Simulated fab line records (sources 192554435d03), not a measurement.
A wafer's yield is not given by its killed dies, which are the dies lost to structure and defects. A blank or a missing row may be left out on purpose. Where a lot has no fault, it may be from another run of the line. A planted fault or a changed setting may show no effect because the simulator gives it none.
Which tool is to blame?    flow n5Finfet    9 lots, 27 wafers sampled, at 7 steps of a route of 1938

## WHAT EACH GAUGE READ, for each wafer
N5_BEOL_M4_RC_MEAS_101.
lot   measured      on         DIBL_N (mV/V)   DIBL_P (mV/V)   IOFF_N (nA/um)     IOFF_P (nA/um)  ION_N (uA/um)  ION_P (uA/um)  SS_N (mV/dec)   SS_P (mV/dec)   VT_N (mV)          VT_P (mV)
L221  day 7 17:46   prober-01  39.0 38.1 39.1  37.8 36.5 37.2  0.186 0.169 0.187  0.23 0.21 0.21  678 672 677    462 459 455    72.0 71.9 72.7  74.6 74.4 74.4  251.1 250.7 249.9  -251 -252 -253
L225  day 9 00:28   prober-02  39.8 37.6 37.9  39.9 38.8 39.0  0.221 0.192 0.188  0.28 0.24 0.25  681 684 681    463 471 466    72.2 71.5 71.7  74.1 73.1 73.6  245.3 245.6 249.2  -247 -250 -248
L228  day 10 01:15  prober-01  36.8 36.4 36.3  38.3 37.2 37.0  0.174 0.174 0.169  0.24 0.23 0.22  679 680 677    463 462 460    71.3 72.0 71.6  73.7 73.9 74.1  249.1 250.0 249.6  -246 -246 -249
L237  day 12 11:41  prober-01  36.1 37.3 37.4  37.0 37.8 38.8  0.163 0.177 0.175  0.24 0.24 0.26  678 674 680    473 461 468    70.3 71.6 71.3  73.1 73.2 74.1  248.3 250.2 249.1  -246 -248 -248
L238  day 12 14:19  prober-01  36.2 36.8 36.7  36.6 36.9 36.3  0.168 0.187 0.175  0.22 0.24 0.22  667 687 673    461 469 463    71.5 71.9 71.9  73.2 73.2 73.4  247.4 247.5 250.4  -252 -248 -248
L239  day 12 17:44  prober-02  36.6 37.7 36.8  35.9 37.6 37.0  0.169 0.194 0.177  0.22 0.26 0.24  671 683 679    462 471 469    71.8 71.0 71.0  73.7 73.1 73.4  247.0 243.8 244.6  -247 -246 -247
L241  day 12 19:00  prober-01  38.4 37.2 36.9  38.5 37.7 36.9  0.181 0.161 0.143  0.25 0.22 0.21  682 674 663    468 457 452    72.8 71.8 71.9  73.8 74.3 73.8  249.1 251.4 252.4  -247 -251 -248
L242  day 13 17:51  prober-01  36.0 36.3 34.8  35.9 36.8 35.0  0.157 0.166 0.144  0.21 0.24 0.20  674 676 675    462 460 463    71.7 70.6 71.6  72.1 73.6 72.4  250.2 248.4 248.0  -251 -248 -250
L243  day 13 18:45  prober-02  38.9 38.2 38.7  37.4 36.0 36.0  0.168 0.142 0.149  0.21 0.20 0.20  682 664 667    466 458 456    71.7 72.2 72.4  73.5 73.3 73.3  249.7 253.7 249.7  -252 -252 -255

N5_BEOL_M12_THK_MEAS_50: measures by xrf.
lot   measured      on            M12_THK (nm)
L221  day 10 14:55  filmMetro-02  320 318 313
L225  day 11 19:30  filmMetro-02  325 312 323
L228  day 12 20:41  filmMetro-01  317 324 323
L237  day 15 17:19  filmMetro-02  590 325 321
L238  day 15 11:01  filmMetro-02  600 316 601
L239  day 16 05:58  filmMetro-01  316 320 317
L241  day 16 10:23  filmMetro-02  326 323 308
L242  day 17 01:23  filmMetro-01  316 322 319
L243  day 17 02:01  filmMetro-01  321 309 319

N5_BEOL_M12_INSPECT_55: inspects for defects (darkfield).
lot   measured      on                rawDefectCount
L221  day 10 15:04  defectInspect-01  50 54 36
L225  day 11 19:39  defectInspect-02  52 80 76
L228  day 12 20:50  defectInspect-02  21 40 35
L237  day 15 17:28  defectInspect-01  4938 62 55
L238  day 15 11:10  defectInspect-02  4930 53 4738
L239  day 16 06:07  defectInspect-02  77 65 144
L241  day 16 10:32  defectInspect-01  68 52 41
L242  day 17 01:32  defectInspect-01  86 81 57
L243  day 17 02:12  defectInspect-01  55 101 119

N5_BEOL_M13_THK_MEAS_01.
lot   measured      on            M13_ILD_THK (nm)
L221  day 10 15:16  filmMetro-02  845 822 851
L225  day 11 19:50  filmMetro-02  833 836 831
L228  day 12 21:02  filmMetro-01  830 837 843
L237  day 15 17:40  filmMetro-01  840 846
L238  day 15 11:22  filmMetro-02  822
L239  day 16 06:18  filmMetro-01  835 853 841
L241  day 16 10:43  filmMetro-02  848 846 849
L242  day 17 01:44  filmMetro-01  836 837 850
L243  day 17 02:23  filmMetro-01  841 834 845

## TOOL THAT RAN EACH LOT (tool first, then ch and the chambers of the sampled wafers, then the start)
lot   N5_BEOL_M12_DESCUM_33              N5_BEOL_M12_ANNEAL_48            N5_BEOL_M12_CMP_49
L221  rieDiel-05 ch 0,2,3, day 10 08:21  rtpAnneal-02 ch 0, day 10 14:23  cmp-03 ch 0,2,3, day 10 14:40
L225  rieDiel-02 ch 0,2,3, day 11 17:07  rtpAnneal-02 ch 0, day 11 18:58  cmp-03 ch 2,3, day 11 19:13
L228  rieDiel-05 ch 0,3, day 12 18:14    rtpAnneal-01 ch 0, day 12 20:11  cmp-03 ch 0,1,3, day 12 20:28
L237  rieDiel-05 ch 0,1,3, day 15 08:53  rtpAnneal-02 ch 0, day 15 16:44  cmp-01 ch 0,2,3, day 15 17:04
L238  rieDiel-02 ch 1,2,3, day 15 06:48  rtpAnneal-02 ch 0, day 15 10:25  cmp-01 ch 0,1,2, day 15 10:43
L239  rieDiel-01 ch 2,3, day 15 15:53    rtpAnneal-01 ch 0, day 16 05:28  cmp-03 ch 1,2, day 16 05:40
L241  rieDiel-02 ch 0,1, day 15 22:43    rtpAnneal-02 ch 0, day 16 09:55  cmp-03 ch 0,2,3, day 16 10:10
L242  rieDiel-05 ch 1,2, day 16 22:46    rtpAnneal-02 ch 0, day 17 00:48  cmp-03 ch 0,1,3, day 17 01:10
L243  rieDiel-02 ch 0,1,2, day 16 22:57  rtpAnneal-01 ch 0, day 17 01:22  cmp-03 ch 1,2,3, day 17 01:44
- N5_BEOL_M12_DESCUM_33: chemistry O2, time 7.9 s.
- N5_BEOL_M12_ANNEAL_48: time 90 s.
- N5_BEOL_M12_CMP_49: polishes, stops on SiOC, t overpolish 20.6 s, target thk 320 nm.

## WHAT THE TOOLS THEMSELVES READ (means of the sampled wafers that have a number; where no wafer has one, the mark that the record gives instead)
N5_BEOL_M12_DESCUM_33.
lot   tool        drypumpMotorCurrentA (A)  oesProductAu (a.u.)  rfVppV (V)  showerheadPlenumPTorr (Torr)  tempC (C)  throttleValvePct (%)
L221  rieDiel-05  6.0                       0.86                 244.7       2.19                          39.95      20.54
L225  rieDiel-02  5.6                       0.84                 243.8       2.14                          39.95      20.33
L228  rieDiel-05  6.2                       0.84                 244.9       2.21                          39.97      20.52
L237  rieDiel-05  6.4                       0.84                 245.1       2.21                          39.98      20.45
L238  rieDiel-02  5.4                       0.74                 243.2       2.05                          39.99      20.47
L239  rieDiel-01  5.9                       0.70                 243.2       2.07                          39.99      20.72
L241  rieDiel-02  5.8                       0.82                 243.8       2.14                          40.12      20.35
L242  rieDiel-05  6.4                       0.86                 243.4       2.20                          40.04      20.50
L243  rieDiel-02  5.5                       0.79                 242.9       2.08                          40.07      20.37

N5_BEOL_M12_ANNEAL_48.
lot   tool          wafer_temp_C_max
L221  rtpAnneal-02  225.61
L225  rtpAnneal-02  225.75
L228  rtpAnneal-01  226.01
L237  rtpAnneal-02  225.64
L238  rtpAnneal-02  225.67
L239  rtpAnneal-01  225.75
L241  rtpAnneal-02  225.65
L242  rtpAnneal-02  225.59
L243  rtpAnneal-01  226.03

N5_BEOL_M12_CMP_49.
lot   tool    barrierFieldEndpointS (s)  motorCurrentA (A)  overpolishRunS (s)
L221  cmp-03  31.3                       5.8                20.600
L225  cmp-03  30.3                       5.5                20.605
L228  cmp-03  29.7                       5.9                20.593
L237  cmp-01  42.1                       6.1                14.933
L238  cmp-01  49.9                       5.7                11.086
L239  cmp-03  31.0                       5.7                20.592
L241  cmp-03  30.6                       5.8                20.598
L242  cmp-03  30.2                       6.2                20.601
L243  cmp-03  30.4                       5.8                20.596

## THE ANSWER, worked out from the rows above alone
Rule: the lots themselves supply what counts as usual. The widest of any qualifying gaps counts: lots, ordered by their means at a reading, are off when they make up no more than a third of the lots, leave a main group of 4 or more, and stand apart from it by 3 or more times the standard deviation of that group's means. If all means in a main group match to the digits the tables above print for the reading, that group is not used. Also off: a lot with no number at a reading for which 4 or more lots have one. All remaining lots with rows at the step are treated as sound. Order of review: gauges by route order, followed by the tools' own readings, for which a lot's mean as printed above is used. The first step at which some lot is off is used, and at that step the reading that is off furthest; a lot without a number counts as furthest.
Off: at N5_BEOL_M12_THK_MEAS_50 (M12_THK), L237, L238. Main group: mean 319 nm, sd 1.6.
A tool fits if, at a process step before that reading, it ran every lot that is off, and no sound lot after the first of them. Not tried: the gauges at N5_BEOL_M12_THK_MEAS_50; whatever is off there is also off at N5_BEOL_M12_INSPECT_55, on other tools, and gauge error can't account for it. One fits: N5_BEOL_M12_CMP_49 on cmp-01. It ran no sound lot before its first lot that is off in this sample, so the start can't be narrowed down.
The tool's own readings at N5_BEOL_M12_CMP_49 bear it out: on the lots that are off they differ by more than 5 times the standard deviation of the sound lots' means. barrierFieldEndpointS reads 46.0 s there against 30.5 s on the sound lots; overpolishRunS reads 13.009 s there against 20.598 s on the sound lots.

## WHAT THE SIMULATOR HAD PUT IN
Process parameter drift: cmp-01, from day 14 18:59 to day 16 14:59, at N5_BEOL_M12_CMP_49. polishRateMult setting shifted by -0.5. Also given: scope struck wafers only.
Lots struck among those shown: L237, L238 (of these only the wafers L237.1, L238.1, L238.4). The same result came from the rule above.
